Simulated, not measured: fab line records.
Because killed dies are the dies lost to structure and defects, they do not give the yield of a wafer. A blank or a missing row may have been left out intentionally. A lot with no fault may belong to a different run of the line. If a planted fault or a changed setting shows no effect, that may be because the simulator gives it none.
fab line records | flow nand-harc
record: lots: 6 wafers: 18 last-day: 31
route steps=1302 shown A_CHANNEL_FILL_D1@507 A_DECK1_JOINT@518
lots untouched by any fault: they come from a run of this same line in which no faults occurred
start-h: the number of hours between the record's first day and the start of the first shown wafer of the lot | wait-h: how many hours have passed since the lot's step before this one | " the same as in the row above | L1.1+2: several wafers, shown together as one row | - no value, or no start given | * or withheld: withheld | < > ~ a bound
route shown NAME@n: a module of which the file shows steps, and the number in the route of the first | usual: the fault-free wafers' mean and standard deviation | same: alike in all rows | chamber/n: place in a boat | sites: readings site by site | _std_site: how widely they spread, as a standard deviation | _edge_site: mean of outer sites minus mean of inner sites | radius-mm: for every site, how far away it sits from the centre of the wafer | mask NAME#n: copy n | behind: tool/chamber where the wafer was last shaped | hold: what put the lot on hold/how long, in hours/how the hold closed | device: which transistor (n, p or np) failed to switch | end of line: the tests these same wafers got at the end of their route | where a step has no rows: the recipe by itself | killed: dies lost to structure and defects at the first sort, not the wafer's yield | map: the dies of a wafer, with x for killed, . for not killed, _ for no die there
set.NAME: setting as actually run; set.NAME@STEP: the setting as run at that earlier step | model.NAME: the simulator's own value behind a step, which no gauge read
certain route steps with their lots: each step a table, each wafer a row
services: the hour from which a tool's chamber was out of use, counted from the record's first day as start-h (under 0 if before that day), plus the number of hours and why
== steps ==
step: NHARC_A_CHANNEL_FILL_D1_ALD_25
recipe: target-thk-a: 600 pulse-time-s: 10 ald-cycles: 600 temp-c: 300 material: SiOx
usual: heater-power-w: 467/49 precursor-pulse-height-rel: 1.002/0.02
columns lot.wafer tool chamber start-h wait-h heater-power-w precursor-pulse-height-rel
L257.4 ald-hk-03 2 238.05 0.0 407 1.000
L257.2 " 3 " " 378 1.003
L257.6 " 2 240.50 2.5 395 1.013
L263.1 ald-hk-04 3 306.27 2.7 525 1.040
L263.3 " 0 307.50 3.9 437 0.971
L263.6 " 2 309.97 6.4 484 1.014
L265.4 ald-hk-01 0 311.64 2.4 501 1.045
L265.2 " 1 " " 448 1.004
L265.5 " 3 313.51 4.2 465 1.012
L267.1 ald-hk-04 1 338.95 0.7 489 0.987
L267.2 " 2 " " 471 1.043
L267.3 " 3 " " 523 1.022
L271.3 ald-hk-04 0 371.55 0.1 436 1.038
L271.1 " 2 372.79 1.3 489 1.020
L271.5 " 1 374.65 3.1 498 0.993
L274.3 ald-hk-03 0 403.54 2.9 528 1.008
L274.5 " 2 405.98 5.4 399 1.018
L274.6 " 3 407.20 6.6 393 1.014
step: NHARC_A_CHANNEL_FILL_D1_ETCHBACK_08
recipe: target-depth-a: 2200 time-s: 110 c4f8-flow-sccm: 20 ar-flow-sccm: withheld rf-w: 600 bias-w: 300 chemistry: C4F8
usual: oes-product-au: 0.96/0.035 rf-vpp-V: 442/3.1
same: time-s: 110
columns lot.wafer tool chamber start-h wait-h oes-product-au rf-hours-counter-h rf-vpp-V
L257.2 rie-diel-01 3 - - 0.98 1.7 445
L257.4 " 0 " " 1.00 - 439
L257.6 " 0 " " 0.99 - 439
L263.1 rie-diel-09 1 - - 0.92 10.1 443
L263.3 " 2 " " 0.94 10.2 446
L263.6 " 1 " " 0.92 - 443
L265.4 rie-diel-05 3 - - 0.95 3.5 442
L265.2 " 1 " " 0.96 3.1 437
L265.5 " 2 " " 0.96 - 443
L267.3 rie-diel-09 2 - - 1.02 1.0 445
L267.1 " 0 " " 1.01 0.7 444
L267.2 " 1 " " 1.00 1.1 443
L271.1 rie-diel-01 3 - - 0.91 6.8 444
L271.3 " 0 " " 0.93 7.6 439
L271.5 " 2 " " 0.92 - 436
L274.3 rie-diel-09 2 - - 1.00 4.1 445
L274.6 " 1 " " 0.99 - 444
L274.5 " 2 " " 1.00 - 446
step: NHARC_A_CHANNEL_FILL_D1_STRIP_29
recipe: time-s: 20 o2-flow-sccm: 500 ar-flow-sccm: 0 bias-w: 0 chemistry: O2
usual: drypump-motor-current-A: 5.9/0.5 o2-flow-sccm: 500.0/1.5 oes-product-au: 1.001/0.0098 rf-vpp-V: 58.0/0.92 showerhead-plenum-p-Torr: 3.58/0.18 throttle-valve-pct: 17.036/0.0093
same: bias-w: 0 time-s: 20
columns lot.wafer tool chamber start-h wait-h drypump-motor-current-A o2-flow-sccm oes-product-au rf-hours-counter-h rf-vpp-V showerhead-plenum-p-Torr throttle-valve-pct
L257.2 rie-diel-01 0 243.81 0.2 5.8 499.9 1.014 1.9 57.5 3.38 17.024
L257.4 " 3 " " 5.7 499.8 0.991 - 57.7 3.74 17.040
L257.6 " 3 " " 5.6 500.5 0.993 - 58.3 3.74 17.025
L263.1 rie-diel-09 0 - - 6.5 499.9 0.999 10.8 57.7 3.74 17.036
L263.3 " 1 " " 5.2 499.3 0.999 10.1 58.2 3.67 17.031
L263.6 " 1 " " 5.1 501.8 0.994 - 58.3 3.67 17.044
L265.4 rie-diel-05 1 - - 6.0 501.6 0.991 3.1 57.6 3.36 17.041
L265.2 " 0 " " 5.6 495.5 1.010 3.4 58.4 3.47 17.032
L265.5 " 1 " " 6.0 501.2 1.001 - 58.8 3.36 17.038
L267.2 rie-diel-09 1 - - 5.2 500.9 1.012 1.1 58.1 3.67 17.043
L267.3 " 3 " " 6.3 500.2 1.009 0.7 58.4 3.69 17.050
L267.1 " 0 " " 6.5 501.5 0.999 0.7 58.6 3.74 17.021
L271.1 rie-diel-01 3 - - 5.6 502.1 1.003 6.8 56.6 3.73 17.025
L271.3 " 0 " " 5.8 500.0 1.002 7.6 58.5 3.37 17.025
L271.5 " 3 " " 5.7 502.7 0.991 - 58.6 3.74 17.028
L274.3 rie-diel-09 0 - - 6.5 498.9 0.997 4.1 57.4 3.74 17.046
L274.5 " 2 " " 5.2 498.7 1.009 - 59.1 3.78 17.046
L274.6 " 3 " " 6.3 497.4 1.001 - 58.9 3.68 17.048
step: NHARC_A_CHANNEL_FILL_D1_PRECLEAN_30
recipe: time-s: 30 chemistry: dHF
step: NHARC_A_CHANNEL_FILL_D1_SRD_31
step: NHARC_A_CHANNEL_FILL_D1_CVD_09
recipe: target-thk-a: 1500 temp-c: 620 pressure-mtorr: 200 time-s: 3000 material: poly-Si
step: NHARC_A_CHANNEL_FILL_D1_CMP_10
recipe: target-thk-nm: 150
usual: motor-current-A: 12.0/0.77 time-to-endpoint-s: 15.9/2.2
columns lot.wafer tool chamber start-h wait-h motor-current-A time-to-endpoint-s
L257.4 cmp-04 3 249.43 0.4 11.7 13.8
L257.2 " 0 " " 11.5 16.6
L257.6 " 2 " " 12.8 15.1
L263.3 cmp-03 2 318.85 0.4 11.8 16.9
L263.1 " 1 " " 11.8 17.1
L263.6 " 2 " " 12.0 16.5
L265.2 cmp-03 3 321.76 0.4 11.3 13.4
L265.4 " 0 " " 11.7 11.0
L265.5 " 0 " " 12.0 13.1
L267.3 cmp-04 0 349.88 0.4 12.2 16.9
L267.2 " 1 " " 13.8 18.5
L267.1 " 2 " " 12.5 14.7
L271.1 cmp-02 0 383.05 0.4 12.6 16.6
L271.3 " 1 " " 11.6 18.3
L271.5 " 1 " " 11.6 19.3
L274.3 cmp-02 1 416.04 0.4 12.0 19.3
L274.5 " 0 " " 13.0 19.2
L274.6 " 1 " " 11.7 16.9
step: NHARC_A_CHANNEL_FILL_D1_SRD_12
step: NHARC_A_CHANNEL_FILL_D1_INSPECT_13
usual: raw-defect-count: 311/110
columns lot.wafer tool chamber start-h wait-h raw-defect-count
L257.2 defect-inspect-01 - 249.82 0.0 127
L257.4 " - " " 435
L257.6 " - " " 389
L263.1 defect-inspect-02 - 319.28 0.0 296
L263.3 " - " " 300
L263.6 " - " " 345
L265.2 defect-inspect-01 - 322.18 0.0 314
L265.4 " - " " 299
L265.5 " - " " 257
L267.1 defect-inspect-02 - 350.27 0.0 224
L267.2 " - " " 282
L267.3 " - " " 412
L271.1 defect-inspect-01 - 388.17 4.7 389
L271.3 " - " " 376
L271.5 " - " " 349
L274.3 defect-inspect-01 - 416.43 0.0 223
L274.5 " - " " 356
L274.6 " - " " 194
step: NHARC_A_DECK1_JOINT_ETCHBACK_07
recipe: target-depth-a: 1050 time-s: 26.9 hbr-flow-sccm: 150 rf-w: 350 icp-w: 350 bias-w: 60 chemistry: HBr
usual: bias-w: 60.01/0.18 drypump-motor-current-A: 5.9/0.32 oes-product-au: 1.001/0.013 throttle-valve-pct: 23.267/0.0081
same: time-s: 26.9
columns lot.wafer tool chamber start-h wait-h bias-w drypump-motor-current-A oes-product-au rf-hours-counter-h throttle-valve-pct
L257.2 rie-si-03 1 249.88 0.1 60.11 6.2 1.002 0.1 23.257
L257.4 " 2 " " 60.10 5.6 1.014 0.2 23.273
L257.6 " 1 " " 59.89 6.2 0.990 - 23.253
L263.1 rie-si-01 1 319.36 0.1 59.94 6.3 0.934 0.7 23.264
L263.3 " 3 " " 60.16 6.2 1.004 0.8 23.274
L263.6 " 1 " " 59.99 6.4 0.937 - 23.275
L265.2 rie-si-01 2 322.25 0.1 59.81 5.7 0.990 0.7 23.271
L265.4 " 3 " " 59.99 6.2 1.000 0.8 23.275
L265.5 " 1 " " 59.69 6.3 0.945 - 23.265
L267.1 rie-si-03 2 350.33 0.1 59.90 5.6 1.003 0.7 23.255
L267.2 " 0 " " 60.24 6.2 1.001 0.8 23.274
L267.3 " 1 " " 59.67 6.2 1.008 0.7 23.256
L271.1 rie-si-01 2 388.25 0.1 60.01 5.7 0.980 0 23.258
L271.3 " 0 " " 60.22 6.2 1.001 0 23.270
L271.5 " 3 " " 60.13 6.2 0.998 - 23.258
L274.3 rie-si-01 2 416.50 0.1 59.55 5.7 0.981 0.2 23.273
L274.5 " 1 " " 60.11 6.3 0.973 - 23.271
L274.6 " 2 " " 59.75 5.7 0.982 - 23.270
step: NHARC_A_DECK1_JOINT_ETCH_25
recipe: target-depth-a: 5 chemistry: dHF material: SiO2
== services ==
columns tool chamber start-h hours kind
ald-hk-04 - 216.26 1.5 repair
rie-si-03 - 221.00 9.0 pm
rie-diel-05 - 229.60 9.0 pm
cmp-03 - 230.25 6.0 repair
cmp-02 - 231.04 2.2 repair
rie-si-01 0 231.24 5.7 repair
rie-diel-01 2 231.36 18.8 repair
rie-diel-01 - 239.27 0.7 repair
rie-diel-01 1 240.66 5.5 repair
rie-diel-01 - 254.04 0.7 repair
cmp-03 - 260.14 4.0 pm
rie-si-01 - 266.64 0.9 repair
rie-diel-01 3 270.46 5.8 repair
rie-diel-05 2 271.08 36.8 repair
cmp-03 - 274.19 1.3 repair
cmp-02 - 289.89 0.8 repair
rie-diel-05 - 306.70 0.5 repair
cmp-04 - 307.95 4.0 pm
rie-diel-09 - 320.10 9.0 pm
rie-diel-05 0 322.67 2.9 repair
rie-si-01 0 352.50 1.3 repair
rie-diel-01 1 357.43 3.0 repair
rie-si-01 - 370.00 9.0 pm
rie-diel-01 - 380.80 9.0 pm
== key ==
first-sign: step: NHARC_A_DECK1_JOINT_ETCHBACK_07 reading: oes-product-au direction: down sigmas: 5 usual: 1.001 struck: 0.939
effect none on later readings
met-at NHARC_A_DECK1_JOINT_ETCHBACK_07
struck-wafers L263.1,L263.6,L265.5
tester-left-out L263,L265
fault: kind: process-parameter-drift tool: rie-si-01 chamber: 1 onset-h: 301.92 steps: NHARC_A_DECK1_JOINT_ETCHBACK_07 channel: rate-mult offset: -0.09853 shape: step end-h: 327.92
tester-left-out: of these lots the tester's yield and bins aren't shown, on N5 and GAA mostly nor the transistor test; their killed dies are dies lost to structure and defects alone, not to doping, threshold or leakage, so they don't give the yield
